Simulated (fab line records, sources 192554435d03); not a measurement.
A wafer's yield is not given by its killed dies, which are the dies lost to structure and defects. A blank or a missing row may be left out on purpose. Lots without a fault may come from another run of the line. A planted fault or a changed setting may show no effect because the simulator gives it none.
Split-lot trial + flow n5-finfet + 39 wafers read across 7 lots, on a route 1938 steps long

## ON THE SPLIT
At N5_MOL_CONTACT_COAG_ETCH_15 (etches SiNx in CH3F/O2, stops on Si:P, target depth 7 nm), the setting source-w was moved away from the recipe's 395 W on 15 of the 39 wafers read, by -14.5% to +17.6%. The other wafers ran this setting at the recipe's value.

Reading taken at the split's own step.

## THE READING
rf-vpp-V, in V, at N5_MOL_CONTACT_COAG_ETCH_15 (etches SiNx in CH3F/O2, stops on Si:P, target depth 7 nm). On this fab line, fault-free wafers typically give 299 V with a standard deviation of 3.3 V.

| wafer  | tool, chamber at the split | source-w as run, W | against the recipe | rf-vpp-V, V | against lot-mates on the recipe |
|--------|----------------------------|--------------------|--------------------|-------------|---------------------------------|
| L077.1 | rie-diel-06, 2             | 458.6              | +16.1%             | 279         | -18                             |
| L077.2 | rie-diel-06, 3             | 458.6              | +16.1%             | 282         | -15                             |
| L077.3 | rie-diel-06, 0             | 458.6              | +16.1%             | 272         | -25                             |
| L077.4 | rie-diel-06, 2             | 395                | recipe             | 297         | -                               |
| L077.5 | rie-diel-06, 3             | 395                | recipe             | 302         | -                               |
| L077.6 | rie-diel-06, 0             | 395                | recipe             | 292         | -                               |
| L084.1 | rie-diel-02, 2             | 395                | recipe             | 303         | -                               |
| L084.2 | rie-diel-02, 1             | 395                | recipe             | 298         | -                               |
| L084.3 | rie-diel-02, 3             | 395                | recipe             | 298         | -                               |
| L084.4 | rie-diel-02, 0             | 395                | recipe             | 300         | -                               |
| L084.5 | rie-diel-02, 2             | 395                | recipe             | 304         | -                               |
| L084.6 | rie-diel-02, 3             | 395                | recipe             | 300         | -                               |
| L086.1 | rie-diel-02, 2             | 395                | recipe             | 304         | -                               |
| L086.2 | rie-diel-02, 0             | 395                | recipe             | 301         | -                               |
| L086.3 | rie-diel-02, 3             | 337.8              | -14.5%             | 323         | +20                             |
| L086.4 | rie-diel-02, 0             | 337.8              | -14.5%             | 322         | +19                             |
| L086.5 | rie-diel-02, 2             | 395                | recipe             | 303         | -                               |
| L086.6 | rie-diel-02, 3             | 337.8              | -14.5%             | 322         | +19                             |
| L091.1 | rie-diel-05, 0             | 367.9              | -6.9%              | 305         | +5                              |
| L091.2 | rie-diel-05, 3             | 367.9              | -6.9%              | 310         | +10                             |
| L091.3 | rie-diel-05, 2             | 395                | recipe             | 300         | -                               |
| L091.4 | rie-diel-05, 1             | 395                | recipe             | 303         | -                               |
| L091.5 | rie-diel-05, 0             | 395                | recipe             | 296         | -                               |
| L091.6 | rie-diel-05, 3             | 367.9              | -6.9%              | 309         | +9                              |
| L092.1 | rie-diel-06, 1             | 464.4              | +17.6%             | 280         | -21                             |
| L092.2 | rie-diel-06, 0             | 464.4              | +17.6%             | 270         | -31                             |
| L092.3 | rie-diel-06, 3             | 395                | recipe             | 302         | -                               |
| L092.4 | rie-diel-06, 2             | 395                | recipe             | 297         | -                               |
| L092.5 | rie-diel-06, 0             | 464.4              | +17.6%             | 273         | -28                             |
| L092.6 | rie-diel-06, 3             | 395                | recipe             | 303         | -                               |
| L095.2 | rie-diel-05, 2             | 395                | recipe             | 299         | -                               |
| L095.3 | rie-diel-05, 0             | 395                | recipe             | 296         | -                               |
| L095.5 | rie-diel-05, 2             | 395                | recipe             | 301         | -                               |
| L096.1 | rie-diel-06, 2             | 357.2              | -9.6%              | 312         | +13                             |
| L096.2 | rie-diel-06, 3             | 357.2              | -9.6%              | 318         | +19                             |
| L096.3 | rie-diel-06, 0             | 395                | recipe             | 292         | -                               |
| L096.4 | rie-diel-06, 1             | 395                | recipe             | 302         | -                               |
| L096.5 | rie-diel-06, 0             | 357.2              | -9.6%              | 306         | +7                              |
| L096.6 | rie-diel-06, 1             | 395                | recipe             | 302         | -                               |

FIT RESULTS
A straight line over all 39 wafers: rf-vpp-V changes by -1.42 V for each +1% of source-w; r = -0.96; the points scatter about the line by 3.6 V.
The same after taking each lot's own level away (the mean of its wafers on the recipe; 39 wafers): -1.36 V for each +1%; r = -0.96; scatter 3.5 V.
According to that fit, moving source-w by its largest amount changes the reading by 24 V.
The span of the lots' own levels, 297.0 to 302.7 V, comes to 1.7 times the standard deviation stated above.
Hence the lot-to-lot level has little effect on the slope; both slopes agree.
Check: for one of the wafers moved furthest among these (+17.6%), held out of the fit, the line's prediction against its lot-mates is -24.4 V. It came out at -20.7 V against them.
Tool readings at the split's step, against how far the setting was moved: rf-vpp-V r = -0.96.

## ADDITIONAL SPLITS CARRIED BY THESE WAFERS
Note: prior to the reading, these wafers also went through further splits. Each is held against what the fit with the lots' levels taken away leaves over:
| other split on the same wafers          | wafers away from the commonest value | r with rf-vpp-V (lot level and that fit taken away) |
|-----------------------------------------|--------------------------------------|-----------------------------------------------------|
| N5_FIN_SAQP_ETCH_34 source-w            | 12                                   | -0.26                                               |
| N5_DUMMY_GATE_EXPOSE_12 dose-mj         | 15                                   | -0.01                                               |
| N5_SD_EPI_P_SD_RECESS_17 target-depth-a | 15                                   | +0.28                                               |
| N5_HKMG_FIN_ETCH_54 source-w            | 18                                   | +0.08                                               |

## THE FILE'S OWN FIT
rf-vpp-V changes by -1.35 V for each +1% of source-w, r = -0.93.
